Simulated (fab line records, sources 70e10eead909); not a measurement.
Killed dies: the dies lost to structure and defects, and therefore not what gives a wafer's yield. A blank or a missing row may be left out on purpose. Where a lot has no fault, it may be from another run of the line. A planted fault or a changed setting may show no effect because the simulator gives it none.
Matching of chambers + flow nand_harc + NHARC_A_SGD_CUT_CMP_21 on cmp-04: 4 sister chambers
The step polishes, target thk 148.19 nm. 8 wafers are shown with their chamber, then 10 later ones without.

## WAFERS, EACH WITH ITS CHAMBER
| wafer  | chamber | motor_current_A (A) | time_to_endpoint_s (s) |
|--------|---------|---------------------|------------------------|
| L079.4 | 0       | 11.9                | 49                     |
| L079.5 | 0       | 12.4                | 50                     |
| L084.3 | 2       | 11.6                | 47                     |
| L087.1 | 3       | 12.7                | 54                     |
| L087.3 | 1       | 12.2                | 51                     |
| L087.6 | 1       | 12.0                | 53                     |
| L091.2 | 2       | 10.8                | 48                     |
| L091.3 | 3       | 13.3                | 51                     |

## WAFERS MISSING THEIR CHAMBER
| wafer  | motor_current_A (A) | time_to_endpoint_s (s) |
|--------|---------------------|------------------------|
| L091.6 | 10.7                | 50                     |
| L093.2 | 10.5                | 47                     |
| L093.3 | 11.4                | 52                     |
| L093.5 | 13.2                | 51                     |
| L095.1 | 12.2                | 50                     |
| L095.2 | 10.7                | 47                     |
| L095.4 | 11.9                | 51                     |
| L097.2 | 9.8                 | 49                     |
| L097.5 | 10.9                | 48                     |
| L097.6 | 11.9                | 53                     |

## THE CHAMBER EACH PASSED THROUGH
| wafer  | from the rows above          | in truth |
|--------|------------------------------|----------|
| L091.6 | can't be placed: 2 or 0 or 1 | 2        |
| L093.2 | 2                            | 2        |
| L093.3 | can't be placed: 1 or 0 or 2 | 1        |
| L093.5 | can't be placed: 3 or 0 or 1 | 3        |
| L095.1 | can't be placed: 0 or 1      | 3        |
| L095.2 | 2                            | 2        |
| L095.4 | can't be placed: 1 or 0      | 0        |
| L097.2 | 2                            | 2        |
| L097.5 | 2                            | 2        |
| L097.6 | can't be placed: 1 or 0 or 3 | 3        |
Correctly placed: 4 of 10. These rows do not allow placing 6 (true chamber among the candidates in 5). Wrongly placed: 0.
How it was worked out, from the rows above alone: a wafer's distance from a chamber is the root of the sum, over the readings, of the square of ((its reading less the chamber's mean) divided by the reading's scatter). The wafer belongs to the nearest chamber; if the next one is less than 2 further off, it can't be placed. A chamber's mean is the mean of its shown wafers. The scatter: take each reading less its chamber's mean, square it, sum over the shown wafers, divide by the number of wafers less the number of chambers, and take the root.
